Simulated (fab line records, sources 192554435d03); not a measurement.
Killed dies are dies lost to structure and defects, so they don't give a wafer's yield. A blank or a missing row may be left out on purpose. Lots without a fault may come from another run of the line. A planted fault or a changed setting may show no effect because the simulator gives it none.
fab line records | flow n5_finfet
record lots=4 wafers=10 last_day=19
route steps=1938 shown BEOL_M4@1099 BEOL_M5@1112 BEOL_M7@1266 PASSIVATION@1936
lots that met no fault: from a run of the same line without faults
start_h: hours from the record's first day to the start of the lot's first wafer shown | wait_h: hours since the lot's step before | " the same as in the row above | L1.1+2: a row that stands for several wafers | - no value, or no start given | * or withheld: withheld | < > ~ a bound
route shown NAME@n: a module of which the file shows steps, and the number in the route of the first | usual: mean/standard deviation of fault-free wafers | same: alike in all rows | chamber/n: place in a boat | sites: the reading at each site | _std_site: their standard deviation | _edge_site: outer sites' mean less inner sites' | radius_mm: how far each site lies from the wafer's centre | mask NAME#n: copy n | behind: the tool/chamber that last shaped the wafer | hold: why the lot was held/for how many hours/how that ended | device: the transistor (n, p or np) that didn't switch | end of line: the same wafers' tests at the end of the route | a step without rows: its recipe alone | killed: dies lost to structure and defects at the first sort, not the wafer's yield | map: a wafer's dies, x killed, . not, _ none there
set.NAME: the setting as run; set.NAME@STEP: as run at that earlier step | model.NAME: the simulator's own value behind a step, which no gauge read
lots at some steps of the route; a table a step, a row a wafer
services: from which hour (start_h, from the record's first day; less than 0 if before it) a tool's chamber was out of use, for how many hours, and why
## steps
# step N5_BEOL_M4_ANNEAL_95
# recipe temp_c=400 time_s=240 ambient=vacuum
# step N5_BEOL_M4_SPUTTER_96
# recipe material=Cu target_thk_a=45 temp_c=-20 chamber_pressure_pa=0.07 power_w=withheld time_s=8.29
# step N5_BEOL_M4_ECD_50
# recipe material=Cu target_thk_a=3000
# step N5_BEOL_M4_ANNEAL_51
# recipe temp_c=225 time_s=90 ambient=N2
# step N5_BEOL_M4_CMP_52
# recipe stop_on=SiOC t_overpolish_s=6.8 down_force_psi=1 platen_rpm=50 clearing_platen_down_force_psi=1.5 clearing_platen_rpm=50 post_cmp_clean=cu_alkaline target_thk_nm=40 clearing_platen_pad_velocity_m_s=0.99484 pad_velocity_m_s=0.99484
# step N5_BEOL_M4_PRE_CLEAN_60
# recipe gas=NH3/H2 time_s=15 temp_c=* rf_power_w=300
# step N5_BEOL_M4_CO_CAP_55
# recipe material=Co target_thk_a=20 temp_c=200 precursor=CCTBA/H2 pressure_torr=30 time_s=102.1
# step N5_BEOL_M4_PRE_CLEAN_56
# recipe gas=NH3 time_s=15 temp_c=withheld rf_power_w=300
# step N5_BEOL_M4_DEP_57
# recipe material=SiCN target_thk_a=80 temp_c=withheld precursor=3MS/NH3 pressure_torr=3 rf_w=202 time_s=14
# step N5_BEOL_M4_RC_MEAS_101
# usual DIBL_N=36.4/2.2 DIBL_P=36.3/2.5 IOFF_N=0.17/0.052 IOFF_P=0.23/0.049 ION_N=674/17 ION_P=464/11 SS_N=71.7/0.98 SS_P=73.3/0.84 VT_N=250/4 VT_P=-249/3.8
# columns lot.wafer tool chamber start_h wait_h DIBL_N[mV/V] DIBL_P[mV/V] IOFF_N[nA/um] IOFF_P[nA/um] ION_N[uA/um] ION_P[uA/um] SS_N[mV/dec] SS_P[mV/dec] VT_N[mV] VT_P[mV]
L553.2 prober-02 0 249.13 0.2 34.1 32.3 0.12 0.15 651 444 70.9 72.8 256 -254
L553.5 " 0 " " 41.5 39.7 0.30 0.27 687 457 73.7 74.7 246 -248
L553.6 " 0 " " 34.6 34.0 0.14 0.17 681 460 70.8 72.4 252 -253
L552.4 prober-01 0 257.26 0.5 40.3 39.7 0.26 0.33 699 481 72.8 74.5 240 -241
L552.5 " 0 " " 36.3 34.7 0.15 0.22 680 467 71.4 73.6 251 -247
L552.6 " 0 " " 33.4 32.1 0.11 0.19 649 457 71.4 72.6 256 -249
L560.2 prober-02 0 284.57 0.2 37.7 36.5 0.17 0.21 684 467 71.8 73.5 249 -250
L560.3 " 0 " " 40.9 40.0 0.26 0.29 668 453 72.9 74.3 242 -246
L570.2 prober-01 0 349.62 0.9 37.3 37.8 0.17 0.24 683 472 71.9 73.3 250 -249
L570.6 " 0 " " 33.2 32.8 0.11 0.17 648 457 71.4 71.8 254 -253
# step N5_BEOL_M5_ILD_DEP_00
# recipe material=SiCOH_lowk target_thk_a=1406.4 temp_c=300 precursor=DEMS/porogen pressure_torr=5 rf_w=500 time_s=25.9
# step N5_BEOL_M5_CURE_79
# recipe temp_c=385 time_s=240 ambient=He/Ar material=SiCOH_lowk
# step N5_BEOL_M5_PECVD_70
# recipe material=SiO2 target_thk_a=160 temp_c=400 precursor=TEOS/O2 pressure_torr=5.5 rf_w=450 teos_flow_sccm=53.8 gas=O2 flow_sccm=3000 time_s=18
# step N5_BEOL_M5_HM_DEP_02
# recipe material=TiN target_thk_a=200 temp_c=25 chamber_pressure_pa=0.49996
# step N5_BEOL_M5_COAT_59
# recipe resist=SOC temp_c=250 time_s=60 spin_rpm=1500 resist_thk_nm=60
# step N5_BEOL_M5_COAT_60
# recipe resist=SiARC temp_c=220 time_s=60 spin_rpm=1500 resist_thk_nm=12
# step N5_BEOL_M5_COAT_71
# recipe resist=underlayer temp_c=205 time_s=60 spin_rpm=1500 resist_thk_nm=5
# step N5_BEOL_M5_COAT_05
# recipe resist=CAR-EUV spin_rpm=1500 resist_thk_nm=30
# step N5_BEOL_M5_EBR_07
# recipe solvent=PGMEA ebr_width_mm=1.5
# step N5_BEOL_M5_SOFTBAKE_06
# recipe temp_c=110 time_s=60 resist=CAR-EUV
# step N5_BEOL_M5_EXPOSE_08
# recipe mask_id=M5 na=0.33 source_shape=annular sigma_inner=0.4 sigma_outer=0.8 polarization=unpolarized target_cd_nm=28 dose_mj=35.75
# step N5_BEOL_M5_PEB_09
# recipe peb_temp_c=100 peb_time_s=60 resist=CAR-EUV
# step N5_BEOL_M5_DEVELOP_10
# recipe develop_time_s=30 developer=TMAH resist=CAR-EUV rinse_liquid=surfactant_rinse dry=air_spin dev_temp_c=23
# step N5_BEOL_M5_DESCUM_16
# recipe chemistry=O2 time_s=7 source_power_w=50 bias_power_w=20 pressure_mtorr=20 rf_frequency_hz=2.712e+07 temp_c=40 resist=CAR-EUV o2_flow_sccm=225
# step N5_BEOL_M5_ETCH_72
# recipe chemistry=N2/H2 target=underlayer target_depth_a=65 mask_material=CAR-EUV time_s=5.2 ion_energy_ev=200 pressure_mtorr=30 source_w=840 bias_w=150 n2_flow_sccm=200 h2_flow_sccm=200 ends=cleared
# step N5_BEOL_M5_ETCH_61
# recipe chemistry=CF4 target=SiARC target_depth_a=156 mask_material=CAR-EUV time_s=26 ion_energy_ev=80 pressure_mtorr=40 source_w=545 bias_w=36 Ar_flow_sccm=100 cf4_flow_sccm=100 ends=cleared
# step N5_BEOL_M5_ETCH_62
# recipe chemistry=N2/H2 target=SOC target_depth_a=750 overetch_a=150 mask_material=SiARC temp_c=40 time_s=112.5 ion_energy_ev=200 pressure_mtorr=30 source_w=840 bias_w=150 n2_flow_sccm=200 h2_flow_sccm=200
# step N5_BEOL_M5_STRIP_63
# recipe chemistry=N2/H2 temp_c=40 n2_flow_sccm=200 h2_flow_sccm=200 rf_frequency_hz=6e+07
# step N5_BEOL_M5_STRIP_73
# recipe chemistry=N2/H2 temp_c=40 n2_flow_sccm=200 h2_flow_sccm=200 rf_frequency_hz=6e+07
# step N5_BEOL_M5_STRIP_64
# recipe chemistry=CF4 resist=SiARC power_w=300 bias_power_w=75 pressure_mtorr=50 cf4_flow_sccm=150 rf_frequency_hz=6e+07
# step N5_BEOL_M5_HM_OPEN_17
# recipe chemistry=Cl2/BCl3 target_depth_a=200 overetch_a=60 target=TiN mask_material=SOC ion_energy_ev=150 pressure_mtorr=10 icp_w=1000 bias_w=126 Cl2_flow_sccm=53.25 bcl3_flow_sccm=21.75 Ar_flow_sccm=25
# step N5_BEOL_M5_STRIP_19
# recipe chemistry=O2 power_w=400 temp_c=40 pressure_mtorr=30 rf_frequency_hz=6e+07 bias_power_w=0 overash_fraction=0.2 o2_flow_sccm=225
# step N5_BEOL_M5_COAT_65
# recipe resist=SOC temp_c=250 time_s=60 spin_rpm=1500 resist_thk_nm=60
# step N5_BEOL_M5_COAT_66
# recipe resist=SiARC temp_c=220 time_s=60 spin_rpm=1500 resist_thk_nm=12
# step N5_BEOL_M7_PECVD_70
# recipe material=SiO2 target_thk_a=200 temp_c=400 precursor=TEOS/O2 pressure_torr=5.5 rf_w=450 teos_flow_sccm=53.8 gas=O2 flow_sccm=3000 time_s=22.7
# usual chamber_pressure_Torr=5.499/0.014 heater_power_outer_w=424/85 heater_power_w=716/120 showerhead_plenum_p_Torr=8.82/0.032 throttle_valve_pct=22.7/0.92 time_s=22.7/0
# columns lot.wafer tool chamber start_h wait_h chamber_pressure_Torr heater_power_outer_w heater_power_w showerhead_plenum_p_Torr throttle_valve_pct time_s
L553.2 pecvd-03 2 273.04 0.0 - - - - - -
L553.5 " 2 " " - - - - - -
L553.6 " 1 " " - - - - - -
L552.4 pecvd-03 2 280.05 0.1 - - - - - -
L552.5 " 0 " " - - - - - -
L552.6 " 1 " " - - - - - -
L560.2 pecvd-03 0 304.94 0.0 5.474 401 677 8.88 22.4 22.7
L560.3 " 1 " " 5.513 377 636 8.82 22.8 22.7
L570.2 pecvd-01 0 373.56 0.0 5.495 362 626 8.87 23.9 22.7
L570.6 " 1 " " 5.521 558 935 8.80 24.4 22.7
# step N5_PASSIVATION_PROBE_49
# usual defect_limited_yield=91.2/1.4 killed_at_M0_to_M3=34/9.3 killed_at_M4_up=14/5.9 killed_at_contacts=14/5.7 killed_at_front_end=38/10 killed_at_other=4/3.2 killed_dies=104/17 killed_on_rim=14/4 killed_open=67/13 killed_short=33/6.9 sort_bin_5_function=5.2/1 sort_bin_6_memory=3.3/0.61 sort_n_pass=1069/52 sort_yield_pct=91/4.4
# same gross_dies=1180 killed_at_back_side=0 sort_bin_4_leakage[%]=0 sort_bin_8_speed[%]=0
# columns lot.wafer tool chamber start_h wait_h defect_limited_yield[%] killed_at_M0_to_M3 killed_at_M4_up killed_at_contacts killed_at_front_end killed_at_other killed_dies killed_on_rim killed_open killed_short sort_bin_5_function[%] sort_bin_6_memory[%] sort_n_pass sort_yield_pct[%]
L553.2 prober-02 - 354.84 0.1 64.8 19 329 22 42 3 415 27 72 31 30.8 3.9 765 65
L553.5 prober-02 - 354.99 0.2 65.1 22 329 11 45 5 412 28 72 24 31.1 3.6 763 65
L553.6 prober-02 - 355.04 0.3 65.2 18 338 15 38 2 411 23 57 29 31.3 3.4 769 65
L552.4 prober-01 - 363.36 0.2 61.0 44 351 15 44 6 460 42 83 29 34.5 3.9 720 61
L552.5 prober-01 - 363.41 0.2 63.1 33 350 17 36 0 436 115 66 24 33.2 3.6 744 63
L552.6 prober-01 - 363.46 0.3 63.1 33 332 21 43 6 435 24 93 32 32.5 4.2 745 63
L560.2 prober-02 - 398.66 0.1 93.2 22 9 8 34 7 80 10 45 33 3.9 2.5 1100 93
L560.3 prober-02 - 398.71 0.1 92.7 31 11 2 36 6 86 10 46 36 4.0 3.1 1094 93
L570.2 prober-01 - 461.59 0.7 90.0 43 14 13 41 7 118 23 81 37 6.3 3.5 1062 90
L570.6 prober-01 - 461.79 0.9 90.8 53 12 5 37 2 109 14 70 33 5.8 3.0 1071 91
# killed by level:class
L553.2 BEOL_M7:area_pecvd=306 MOL_CONTACT_COAG:geometric_particle:open=19 FIN_SAQP:geometric_particle:short=14 FIN_SAQP:geometric_particle:open=11 BEOL_M5:geometric_particle:open=6 GATE_CUT:geometric_particle:short=5 BEOL_M1:geometric_particle:open=5 DUMMY_GATE:geometric_particle:open=4
L553.5 BEOL_M7:area_pecvd=309 MOL_CONTACT_COAG:geometric_particle:open=11 STI_FIN_REVEAL:geometric_particle:open=9 FIN_SAQP:geometric_particle:open=8 BEOL_M1:geometric_particle:open=8 BEOL_M2:geometric_particle:open=7 FIN_SAQP:geometric_particle:short=6 STI_FIN_REVEAL:geometric_particle:short=4
L553.6 BEOL_M7:area_pecvd=321 STI_FIN_REVEAL:geometric_particle:open=15 MOL_CONTACT_COAG:geometric_particle:open=11 GATE_CUT:geometric_particle:short=5 STI_FIN_REVEAL:geometric_particle:short=4 BEOL_M0_SAQP:geometric_particle:open=4 BEOL_M5:geometric_particle:short=4 FIN_SAQP:geometric_particle:short=3
L552.4 BEOL_M7:area_pecvd=336 BEOL_M2:geometric_particle:open=15 BEOL_M3:geometric_particle:open=11 MOL_CONTACT_COAG:geometric_particle:open=10 FIN_SAQP:geometric_particle:open=8 BEOL_M4:geometric_particle:open=8 STI_FIN_REVEAL:geometric_particle:open=7 FIN_SAQP:geometric_particle:short=5
L552.5 BEOL_M7:area_pecvd=337 MOL_CONTACT_COAG:geometric_particle:open=11 BEOL_M2:geometric_particle:open=11 FIN_SAQP:geometric_particle:open=8 BEOL_M0_SAQP:geometric_particle:open=6 STI_FIN_REVEAL:geometric_particle:open=5 STARTING-WAFER:geometric_particle:open=5 FIN_SAQP:geometric_particle:short=4
L552.6 BEOL_M7:area_pecvd=302 MOL_CONTACT_COAG:geometric_particle:open=16 BEOL_M4:geometric_particle:open=16 FIN_SAQP:geometric_particle:open=9 STI_FIN_REVEAL:geometric_particle:open=9 BEOL_M0_SAQP:geometric_particle:open=9 BEOL_M2:geometric_particle:open=6 BEOL_M3:geometric_particle:short=6
L560.2 FIN_SAQP:geometric_particle:short=7 STI_FIN_REVEAL:geometric_particle:open=5 BEOL_M3:geometric_particle:open=5 MOL_CONTACT_COAG:geometric_particle:short=4 MOL_CONTACT_COAG:geometric_particle:open=4 PAD_METAL:geometric_particle:open=4 FIN_SAQP:geometric_particle:open=3 ILD0:geometric_particle:short=3
L560.3 STI_FIN_REVEAL:geometric_particle:open=8 GATE_CUT:geometric_particle:short=8 BEOL_M1:geometric_particle:open=8 BEOL_M4:geometric_particle:open=7 BEOL_M1:geometric_particle:short=6 BEOL_M3:geometric_particle:open=6 BEOL_M0_SAQP:geometric_particle:short=5 DUMMY_GATE:geometric_particle:open=4
L570.2 FIN_SAQP:geometric_particle:open=16 BEOL_M3:geometric_particle:open=13 MOL_CONTACT_COAG:geometric_particle:open=9 BEOL_M0_SAQP:geometric_particle:open=9 BEOL_M0_SAQP:geometric_particle:short=8 FIN_SAQP:geometric_particle:short=6 BEOL_M2:geometric_particle:open=5 STI_FIN_REVEAL:geometric_particle:open=4
L570.6 BEOL_M3:geometric_particle:open=16 BEOL_M0_SAQP:geometric_particle:open=14 BEOL_M0_SAQP:geometric_particle:short=11 BEOL_M4:geometric_particle:open=7 MOL_CONTACT_COAG:geometric_particle:open=5 FIN_SAQP:geometric_particle:short=4 FIN_SAQP:geometric_particle:open=4 ILD0:geometric_particle:short=4
# map L552.4 (x killed, . not)
_________________xx..xx.xx.xx________________
______________x.x..x...xx..x.xx._____________
___________.x.xx..xxxxx..x.xx.x...x__________
__________xx...xxxxx.xx.xx.x.x.xx..._________
________...x.x.x....x.x..xx.xxx..x.xx._______
_______...xxx..x..xxxxxxx..xxx..x.xxxx.______
______..x....x.x..xx.xxxx..x..x...xx...._____
_____.x.x.x..x.xx.x.x.xxxxxx.x....x....x.____
____..xx...xxx.xx.xxxxxxx.x.xxx..x..xxxxx.___
___....x.xxxxxxxxx.xx.xxxxxxx.xx.xx........__
___.xxx.x.x.xxxxxxxxxx.xx.x.xx.x..xx.xxx.x.__
__.x....x.xxxxxx..x..x..xxxxxxxxxxxx.x.....x_
__.xx....xxxx.x.x.xxx.xxx.xxxxxxx..xxx.x...._
_..xx..x.xxx.xx...x.xxx.xx.xx.x.x.xx...x.....
_x.........xx.x.x.xxx..xxx..xxxx.x.x.......xx
_.......xx....xxxx.xx.xx.xx.x.xx.x..x.x.....x
_x.x.x....xxx..x..xxxxxx.xxxxx..xx.xxxx..x...
_..x.....x..x.x.xxxxx.xxxxx..x.x....x........
_....x.........x.xxxxx.x..xx.xx...xxx..x....x
_....x...xxx.x..x.xx.xxxx..x.x.xxx.x..xx.x...
_..x.x....x.x..xx......x.x...x.xx.xx.xx.x.x.x
__..........xxx...x.xxxx...x.x.xx..........._
__.x.x..x..x...x.x..xx..x...x.....x........._
___.........x..xx.x.......x.xx..x..........__
___.x...x.......x.x...x...xx..x..x.x.......__
____........x.x.....x...........x.........___
_____................x....x.......xx...x.____
______x...................x.....x......._____
_______......x..xx.....x...x...........______
________...............x....xx......x._______
__________..x.x.............x..x...x_________
___________.x....................x.__________
______________.x.......x..x....._____________
_________________.......xx...________________
# map L553.2 (x killed, . not)
_________________.x......x...________________
______________....xxxxx..xxxx.xx_____________
___________xxx.x.xxxxxxxxx.xx.xxxx.__________
__________...x.x.x...xx..xx.xx.xx.xx_________
________x..xx.xx..x..xxx..x.x....x...._______
_______xx.....xx.xx.xx...xxxxxxxxx.x.x.______
______x...x..xxx.xx.x.xxxxxxx...xx.x...._____
_____....x...xxxx..xxx.xxxx...xx.xx..x..x____
____.....x.xxxxx.xx..xxxxx.xxx...xx..x..x.___
___.....x.xx..x.xxxxx.xxxxxx.xxx.xx.x...x.x__
___...x..xxxxxx.xx.xxxx.x.xxxx.x....xxx....__
__.....x.xx.x..xxx.x.xx.x.xx.xx.xxx.x..x..x._
__......xx...xx.x.xx.xxxx..xxxx..x..xx..xx.._
_..x..xx.x...xxxx.xx.x.xxxx..x....xxx.x......
_....x...x.xx..xx...xx...x.xxx.xxxxxx.xx.x...
_.....x.xxxx...xx...xxxxxx..x.x.xx.........xx
_......x...x...xx..x.xx.x.x.x.xx.xxx.x...x...
_....x.....xx.xx.xx.xxxxx.x.x.x.x.x.x.x...x..
_......x..x...xxx...x...x..x..x...x.x.xx.....
_....x....x....xx.xx.....x....x.....xx..x.x..
_..........x....x..xxx..x.x.x.x.........x....
__...x...x...xx....xx....xx.x...xx..x......._
__..x...x.....x.xxxx.x..xx.x.x........x....._
___.......x...x.x.xx.....xx..x..x..........__
___............xx.........x.x...x..........__
____..............x............xx.........___
_____......xx..x..............x.........x____
______..........x..xx.........x.......x._____
_______..............x.................______
________..xx.x...x.....x.............._______
__________..x......x............x..._________
___________.............x....x.....__________
______________..........x......._____________
_________________.......x....________________
## services
# columns tool chamber start_h hours kind
pecvd-01 2 284.92 5.5 scheduled_down
pecvd-03 1 314.33 5.5 scheduled_down
pecvd-01 1 355.77 5.0 repair
## key
first_sign step=N5_BEOL_M7_PECVD_70 reading=tool_record direction=missing
effect step=N5_PASSIVATION_PROBE_49 reading=killed_at_M4_up direction=up sigmas=55 usual=14 struck=338
more_kills_born_at N5_BEOL_M7_PECVD_70@pecvd-03=1910
met_at N5_BEOL_M7_PECVD_70
struck_wafers L552.4,L552.5,L552.6,L553.2,L553.5,L553.6
fault kind=skipped_step_whole tool=pecvd-03 chamber=- onset_h=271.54 steps=N5_BEOL_M7_PECVD_70 scope=struck_lots_only
